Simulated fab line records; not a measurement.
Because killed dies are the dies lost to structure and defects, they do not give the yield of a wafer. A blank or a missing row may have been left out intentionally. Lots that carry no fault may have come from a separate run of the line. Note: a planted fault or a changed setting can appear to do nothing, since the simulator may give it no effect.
2 desks looking at one fault ; flow nand_harc ; every desk sees just its own numbers, and what lay behind them comes last

DESK OF THE TOOL OWNER: rie_diel-13
The tool's own readings at NHARC_A_CONTACT_STRIP_26 (strips in O2): means of the sampled wafers that have a number, for each lot that ran on this tool. If a lot's mean is further than 4 standard deviations from the usual mean, the lot is out of limits and carries the mark OUT (the distance appears in the brackets).
Columns: A = drypump_motor_current_A at NHARC_A_CONTACT_STRIP_26, usual 5.8 A; B = o2_flow_sccm at NHARC_A_CONTACT_STRIP_26, usual 500.0 sccm; C = oes_product_au at NHARC_A_CONTACT_STRIP_26, usual 1.002 a.u.; D = rf_vpp_V at NHARC_A_CONTACT_STRIP_26, usual 57.6 V; E = showerhead_plenum_p_Torr at NHARC_A_CONTACT_STRIP_26, usual 3.48 Torr; F = throttle_valve_pct at NHARC_A_CONTACT_STRIP_26, usual 17.037 %
lot;first seen here;A;B;C;D;E;F
L958;day 24 11:41;6.1;501.5;1.001;58.5;3.39;17.033
L962;day 25 05:19;6.1;500.3;1.000;56.8;3.39;17.035
L963;day 26 03:14;6.1;499.4;1.005;56.6;3.40;17.026
L973;day 30 11:28;6.1;500.0;0.988;57.3;3.38;17.036
L974;day 30 14:46;5.8;499.8;0.986;58.2;3.53;17.038
L976;day 30 16:07;5.8;500.4;0.998;57.1;3.54;17.043
L977;day 31 08:00;5.8;499.2;1.002;59.2;3.54;17.040
L978;day 32 08:04;6.1;499.7;0.999;57.3;3.38;17.037
L979;day 32 08:32;5.9;500.1;0.989;57.6;3.43;17.036
Result from this desk: across the 9 lots, nothing is out of limits.

METROLOGY DESK
What the gauges read for every lot (on any tool): the sampled wafers with a number, averaged. If a lot's mean is further than 4 standard deviations from the usual mean, the lot is out of limits and carries the mark OUT (the distance appears in the brackets).
Columns: A = cd_nm at NHARC_THIN_TSV_CD_MEAS_16, usual 999.3 nm
lot;first seen here;A
L957;day 25 19:03;1002.1
L958;day 25 20:06;999.4
L962;day 26 15:44;998.7
L963;day 27 11:04;996.2
L966;day 28 07:22;999.6
L967;day 28 18:17;1000.8
L975;day 31 16:11;996.9
L973;day 31 17:29;1001.2
L974;day 32 03:38;996.9
L976;day 32 04:51;998.7
L977;day 32 17:18;996.5
L979;day 33 15:09;1002.6
L978;day 33 16:23;1002.0
Result from this desk: across the 13 lots, nothing is out of limits.

TAKEN TOGETHER
The desk of the tool owner found nothing out of limits.
At the metrology desk, nothing out of limits was observed.

WHAT WAS PUT IN BY THE SIMULATOR
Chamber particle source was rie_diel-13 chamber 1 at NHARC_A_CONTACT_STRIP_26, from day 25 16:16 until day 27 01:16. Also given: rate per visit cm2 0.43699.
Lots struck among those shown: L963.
